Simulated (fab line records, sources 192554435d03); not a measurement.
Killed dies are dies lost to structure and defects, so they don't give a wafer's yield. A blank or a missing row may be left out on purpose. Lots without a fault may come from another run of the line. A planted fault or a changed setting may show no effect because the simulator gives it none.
fab line records | flow n5_finfet
record lots=4 wafers=12 last_day=17
route steps=1938 shown FIN_SAQP@108 BEOL_M4@1111 PASSIVATION@1936
lots that met no fault: from a run of the same line without faults
start_h: hours from the record's first day to the start of the lot's first wafer shown | wait_h: hours since the lot's step before | " the same as in the row above | L1.1+2: a row that stands for several wafers | - no value, or no start given | * or withheld: withheld | < > ~ a bound
route shown NAME@n: a module of which the file shows steps, and the number in the route of the first | usual: mean/standard deviation of fault-free wafers | same: alike in all rows | chamber/n: place in a boat | sites: the reading at each site | _std_site: their standard deviation | _edge_site: outer sites' mean less inner sites' | radius_mm: how far each site lies from the wafer's centre | mask NAME#n: copy n | behind: the tool/chamber that last shaped the wafer | hold: why the lot was held/for how many hours/how that ended | device: the transistor (n, p or np) that didn't switch | end of line: the same wafers' tests at the end of the route | a step without rows: its recipe alone | killed: dies lost to structure and defects at the first sort, not the wafer's yield | map: a wafer's dies, x killed, . not, _ none there
set.NAME: the setting as run; set.NAME@STEP: as run at that earlier step | model.NAME: the simulator's own value behind a step, which no gauge read
lots at some steps of the route; a table a step, a row a wafer
services: from which hour (start_h, from the record's first day; less than 0 if before it) a tool's chamber was out of use, for how many hours, and why
## steps
# step N5_FIN_SAQP_EXPOSE_13
# recipe mask_id=FIN_CORE na=1.35 source_shape=dipole sigma_inner=0.538 sigma_outer=0.738 polarization=te target_cd_nm=35.6 dose_mj=63.25
# step N5_FIN_SAQP_PEB_14
# recipe peb_temp_c=withheld peb_time_s=60 resist=CAR-ArF
# step N5_FIN_SAQP_DEVELOP_15
# recipe develop_time_s=30 developer=TMAH resist=CAR-ArF dev_temp_c=23 rinse_liquid=diw dry=air_spin
# step N5_FIN_SAQP_DESCUM_21
# recipe chemistry=O2 time_s=7.9 source_power_w=50 bias_power_w=20 pressure_mtorr=20 rf_frequency_hz=2.712e+07 temp_c=40 resist=CAR-ArF o2_flow_sccm=225
# step N5_FIN_SAQP_ETCH_51
# recipe chemistry=CF4 target=SiARC target_depth_a=455 mask_material=CAR-ArF time_s=75.8 ion_energy_ev=80 pressure_mtorr=40 source_w=545 bias_w=36 Ar_flow_sccm=100 cf4_flow_sccm=100 ends=cleared
# step N5_FIN_SAQP_ETCH_52
# recipe chemistry=N2/H2 target=SOC target_depth_a=1000 overetch_a=200 mask_material=SiARC temp_c=40 time_s=150 ion_energy_ev=200 pressure_mtorr=30 source_w=840 bias_w=150 n2_flow_sccm=200 h2_flow_sccm=200 ends=end_point
# step N5_FIN_SAQP_STRIP_53
# recipe chemistry=N2/H2 temp_c=40 n2_flow_sccm=200 h2_flow_sccm=200 rf_frequency_hz=6e+07
# step N5_FIN_SAQP_HM_OPEN_73
# recipe chemistry=CHF3/O2 target=SiO2 stop_on=a-Si target_depth_a=120 over_etch_frac=1.8 mask_material=SOC time_s=16.8 pressure_mtorr=30 source_w=650 bias_w=170 Ar_flow_sccm=200 CHF3_flow_sccm=50 O2_flow_sccm=5 ion_energy_ev=200 ends=end_point
# step N5_FIN_SAQP_STRIP_74
# recipe chemistry=CHF3/O2 resist=SiARC rf_frequency_hz=6e+07
# step N5_FIN_SAQP_MANDREL_ETCH_22
# recipe target_depth_a=600 chemistry=HBr/Cl2 target=a-Si stop_on=SiNx bt_time_s=10 over_etch_frac=0.5 time_s=30 pressure_mtorr=10 icp_w=800 bias_w=75 HBr_flow_sccm=150 Cl2_flow_sccm=80 ends=end_point
# usual chamber_pressure_mTorr=10.000/0.0088 drypump_motor_current_A=5.5/0.32 oes_product_au=0.761/0.014 over_etch_frac=0.5/0 throttle_valve_pct=35.4/0.38
# columns lot.wafer tool chamber start_h wait_h chamber_pressure_mTorr drypump_motor_current_A oes_product_au over_etch_frac rf_hours_counter_h throttle_valve_pct model.SOC_of_FIN_SAQP_COAT_49.thk_nm model.SiNx_of_FIN_SAQP_PECVD_48.thk_nm
L309.1 rie_si-01 3 39.75 0.0 10.004 5.6 0.751 0.5 53 35.1 76.74 25.15
L309.5 " 0 " " 9.994 5.2 0.770 0.5 - 35.8 76.73 25.4
L309.6 " 3 " " 10.003 5.6 0.764 0.5 - 35.1 76.63 25.02
L313.2 rie_si-01 1 64.69 0.0 10.005 5.9 0.624 1.0356 110 35.1 67.99 20.66
L313.3 " 2 " " 10.012 5.4 0.645 1.0356 38 35.8 68.13 20.38
L313.4 " 0 " " 10.008 5.2 0.648 1.0356 43 36.1 69.24 21.26
L314.2 rie_si-01 0 71.30 0.0 10.000 5.2 0.653 1.0356 43 36.1 68.99 20.2
L314.3 " 2 " " 10.016 5.3 0.655 1.0356 38 35.9 67.66 19.58
L314.5 " 3 " " 10.000 5.6 0.632 1.0356 - 35.4 68.26 20.45
L328.2 rie_si-05 0 154.82 0.0 9.996 5.6 0.758 0.5 177 36.0 76.4 24.65
L328.3 " 3 " " 9.987 5.4 0.767 0.5 86 35.5 77.36 24.99
L328.6 " 2 " " 9.992 5.7 0.740 0.5 - 35.2 75.97 25.15
# step N5_FIN_SAQP_STRIP_55
# recipe chemistry=N2/H2 power_w=500 temp_c=40 pressure_mtorr=50 rf_frequency_hz=6e+07 overash_fraction=0.3 bias_power_w=28 h2_frac=0.5 n2_flow_sccm=300 h2_flow_sccm=300
# step N5_FIN_SAQP_STRIP_23
# recipe chemistry=SPM time_s=750 temp_c=130 h2so4_h2o2_vol_ratio=4
# step N5_FIN_SAQP_SRD_66
# recipe dry=ipa_marangoni time_s=30 temp_c=23 rinse_liquid=diw
# step N5_FIN_SAQP_RECESS_75
# recipe chemistry=HF/NH3 target=SiO2 target_depth_a=144 afs_cycles=3 temp_c=30 sublimation_temp_c=180 sublimation_time_s=60
# step N5_FIN_SAQP_SPACER1_ALD_24
# recipe material=SiO2 target_thk_a=203 temp_c=300 ald_precursor_family=BDEAS ald_co_reactant=O2-plasma pulse_time_s=1 purge_time_s=2 co_reactant_purge_time_s=2 ald_cycles=218 pressure_torr=2
# step N5_FIN_SAQP_SPACER1_ETCHBACK_25
# recipe chemistry=CHF3/O2 mode=anisotropic_etchback target=SiO2 target_depth_a=244 time_s=12.2 pressure_mtorr=30 source_w=650 bias_w=170 Ar_flow_sccm=200 CHF3_flow_sccm=50 O2_flow_sccm=5 ion_energy_ev=200
# step N5_FIN_SAQP_MANDREL1_REMOVE_56
# recipe chemistry=HBr/Cl2/O2 bt_time_s=10 target=a-Si stop_on=SiNx endpoint=OES-SiCl over_etch_frac=1 icp_w=600 bias_w=22 HBr_flow_sccm=150 Cl2_flow_sccm=80 O2_flow_sccm=5 pressure_mtorr=10
# step N5_FIN_SAQP_ETCH_57
# recipe chemistry=CH3F/O2 target=SiNx mask_material=SiO2 target_depth_a=325 time_s=46.4 pressure_mtorr=30 source_w=395 bias_w=73 Ar_flow_sccm=150 CH3F_flow_sccm=30 O2_flow_sccm=20 ion_energy_ev=120 ends=cleared
# usual chamber_pressure_mTorr=30.00/0.03 drypump_motor_current_A=5.6/0.5 etch_rf_on_time_s=45.8/1.1 oes_product_au=0.68/0.085 rf_vpp_V=295/4.9 showerhead_plenum_p_Torr=2.01/0.075 throttle_valve_pct=16.41/0.26
# columns lot.wafer tool chamber start_h wait_h chamber_pressure_mTorr drypump_motor_current_A etch_rf_on_time_s oes_product_au rf_hours_counter_h rf_vpp_V showerhead_plenum_p_Torr throttle_valve_pct model.etch.depth_nm
L309.1 rie_diel-06 0 41.55 0.0 30.00 5.7 45.2 0.81 6 296 2.15 16.09 25.15
L309.5 " 2 " " 29.95 5.5 46.5 0.64 - 286 2.08 16.69 25.4
L309.6 " 3 " " 29.96 5.6 45.1 0.75 - 294 1.96 16.34 25.02
L313.2 rie_diel-01 2 66.86 0.1 30.04 6.2 38.0 0.60 219 295 2.07 16.57 20.66
L313.3 " 1 " " 30.01 5.0 37.6 0.66 133 297 1.93 16.73 20.38
L313.4 " 1 " " 30.02 5.0 38.9 0.66 - 298 1.93 16.71 21.26
L314.2 rie_diel-01 0 73.53 0.3 30.02 4.7 37.8 0.65 160 293 1.98 16.14 20.2
L314.3 " 2 " " 29.94 6.2 35.9 0.60 222 295 2.06 16.57 19.58
L314.5 " 1 " " 30.01 5.0 37.1 0.66 - 299 1.93 16.74 20.45
L328.2 rie_diel-01 1 156.59 0.0 30.03 5.0 45.7 0.63 169 298 1.92 16.79 24.65
L328.3 " 3 " " 29.92 5.4 45.8 0.77 31 304 1.96 16.12 24.99
L328.6 " 1 " " 30.04 5.0 47.2 0.62 - 298 1.92 16.78 25.15
# step N5_FIN_SAQP_ETCH_65
# recipe chemistry=CF4 target=SiO2 target_depth_a=40 ion_energy_ev=350 time_s=4.4 pressure_mtorr=10 icp_w=800 bias_w=400 cf4_flow_sccm=80
# step N5_BEOL_M4_RC_MEAS_101
# usual DIBL_N=36.8/1.5 DIBL_P=37.1/2.1 IOFF_N=0.168/0.03 IOFF_P=0.22/0.034 ION_N=679/12 ION_P=466/8 SS_N=71.7/0.58 SS_P=73.5/0.67 VT_N=248.8/2.7 VT_P=-250/3.3
# columns lot.wafer tool chamber start_h wait_h DIBL_N[mV/V] DIBL_P[mV/V] IOFF_N[nA/um] IOFF_P[nA/um] ION_N[uA/um] ION_P[uA/um] SS_N[mV/dec] SS_P[mV/dec] VT_N[mV] VT_P[mV]
L309.1 prober-02 0 181.77 0.0 35.9 35.9 0.152 0.22 681 470 71.1 73.0 248.6 -248
L309.5 " 0 " " 36.3 36.4 0.153 0.24 696 480 71.0 72.7 249.3 -249
L309.6 " 0 " " 37.1 37.0 0.163 0.26 684 477 70.8 74.2 250.1 -245
L313.2 prober-02 0 207.43 0.2 38.0 37.7 0.178 0.25 686 479 71.1 74.2 246.7 -245
L313.3 " 0 " " 37.3 36.0 0.170 0.22 692 480 71.5 72.9 248.6 -249
L313.4 " 0 " " 37.8 36.7 0.154 0.22 683 466 71.7 73.6 250.6 -246
L314.2 prober-02 0 212.14 0.2 34.8 35.9 0.152 0.19 688 467 71.1 73.3 249.8 -251
L314.3 " 0 " " 38.1 39.1 0.217 0.24 690 470 72.6 73.7 248.9 -250
L314.5 " 0 " " 34.6 36.0 0.149 0.19 682 468 71.4 73.6 248.1 -252
L328.2 prober-02 0 296.74 0.2 38.0 37.6 0.201 0.27 688 467 72.2 73.3 247.5 -246
L328.3 " 0 " " 34.4 33.6 0.137 0.19 673 464 71.1 72.2 249.0 -251
L328.6 " 0 " " 37.1 36.5 0.189 0.25 692 475 71.8 73.0 245.8 -245
# step N5_PASSIVATION_PROBE_49
# usual defect_limited_yield=91.0/1.5 killed_at_M0_to_M3=34/11 killed_at_M4_up=14/5.3 killed_at_contacts=13/7 killed_at_front_end=41/13 killed_at_other=4/3.1 killed_dies=106/17 killed_open=70/12 killed_short=35/8 sort_bin_5_function=5.2/0.98 sort_bin_6_memory=3.4/0.69 sort_n_pass=1074/17 sort_yield_pct=91.0/1.5
# same gross_dies=1180 killed_at_back_side=0 sort_bin_4_leakage[%]=0 sort_bin_8_speed[%]=0
# columns lot.wafer tool chamber start_h wait_h defect_limited_yield[%] killed_at_M0_to_M3 killed_at_M4_up killed_at_contacts killed_at_front_end killed_at_other killed_dies killed_open killed_short sort_bin_5_function[%] sort_bin_6_memory[%] sort_n_pass sort_yield_pct[%]
L313.3 prober-02 - 302.04 0.1 91.7 33 15 10 37 3 98 60 38 5.0 3.1 1082 91.7
L313.4 prober-02 - 302.09 0.2 90.7 32 18 21 35 4 110 71 39 5.3 3.6 1070 90.7
L314.3 prober-02 - 308.00 0.1 91.8 31 12 23 30 1 97 63 28 4.3 3.3 1083 91.8
# killed by level:class
L313.3 MOL_CONTACT_COAG:geometric_particle:open=9 BEOL_M2:geometric_particle:open=9 STI_FIN_REVEAL:geometric_particle:open=8 BEOL_M0_SAQP:geometric_particle:short=8 FIN_SAQP:geometric_particle:short=7 BEOL_M3:geometric_particle:open=6 GATE_CUT:geometric_particle:short=5 BEOL_M4:geometric_particle:open=5
L313.4 MOL_CONTACT_COAG:geometric_particle:open=18 BEOL_M4:geometric_particle:open=8 FIN_SAQP:geometric_particle:short=7 STI_FIN_REVEAL:geometric_particle:open=7 BEOL_M0_SAQP:geometric_particle:short=7 BEOL_M2:geometric_particle:open=7 FIN_SAQP:geometric_particle:open=5 GATE_CUT:geometric_particle:short=5
L314.3 MOL_CONTACT_COAG:geometric_particle:open=23 BEOL_M0_SAQP:geometric_particle:open=8 GATE_CUT:geometric_particle:short=7 BEOL_M0_SAQP:geometric_particle:short=6 BEOL_M2:geometric_particle:open=5 BEOL_M0:geometric_particle:open=4 BEOL_M3:geometric_particle:open=4 STARTING-WAFER:geometric_particle:open=4
## services
# columns tool chamber start_h hours kind
rie_diel-01 2 20.42 10.9 repair
rie_diel-01 0 24.21 21.6 repair
rie_diel-06 1 34.50 8.1 repair
rie_diel-01 1 38.11 1.3 repair
rie_diel-06 1 44.87 4.8 repair
rie_diel-01 3 59.97 1.7 repair
rie_diel-01 3 61.78 - clean
rie_diel-01 3 61.78 - consumable_replace:focus_ring
rie_diel-01 3 61.78 14.4 scheduled_down
rie_diel-01 3 61.78 14.4 vent_cycle
rie_diel-06 1 109.69 - clean
rie_diel-06 1 109.69 - consumable_replace:focus_ring
rie_diel-06 1 109.69 20.6 scheduled_down
rie_diel-06 1 109.69 20.6 vent_cycle
rie_diel-01 3 130.35 4.5 repair
rie_diel-01 2 147.45 - clean
rie_diel-01 2 147.45 - consumable_replace:focus_ring
rie_diel-01 2 147.45 14.8 scheduled_down
rie_diel-01 2 147.45 14.8 vent_cycle
rie_diel-01 - 148.96 0.1 repair
## key
first_sign step=N5_FIN_SAQP_MANDREL_ETCH_22 reading=over_etch_frac direction=up sigmas=99+ usual=0.5 struck=1.0356
effect step=N5_FIN_SAQP_MANDREL_ETCH_22 reading=oes_product_au direction=down sigmas=8.4 usual=0.761 struck=0.643
effect step=N5_FIN_SAQP_ETCH_57 reading=etch_rf_on_time_s direction=down sigmas=7.9 usual=* struck=*
model_effect step=N5_FIN_SAQP_MANDREL_ETCH_22 value=SOC_of_FIN_SAQP_COAT_49.thk_nm without=76.83 struck=68.38
model_effect step=N5_FIN_SAQP_ETCH_57 value=etch.depth_nm without=24.81 struck=20.42
met_at N5_FIN_SAQP_MANDREL_ETCH_22
struck_wafers L313.2,L313.3,L313.4,L314.2,L314.3,L314.5
onset_between 39.75 64.69
fault kind=process_parameter_drift tool=rie_si-01 chamber=- onset_h=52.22 steps=N5_FIN_SAQP_MANDREL_ETCH_22 channel=over_etch_frac offset=0.5356 shape=step end_h=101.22 acts_in=these_recipes_only stated=0.5
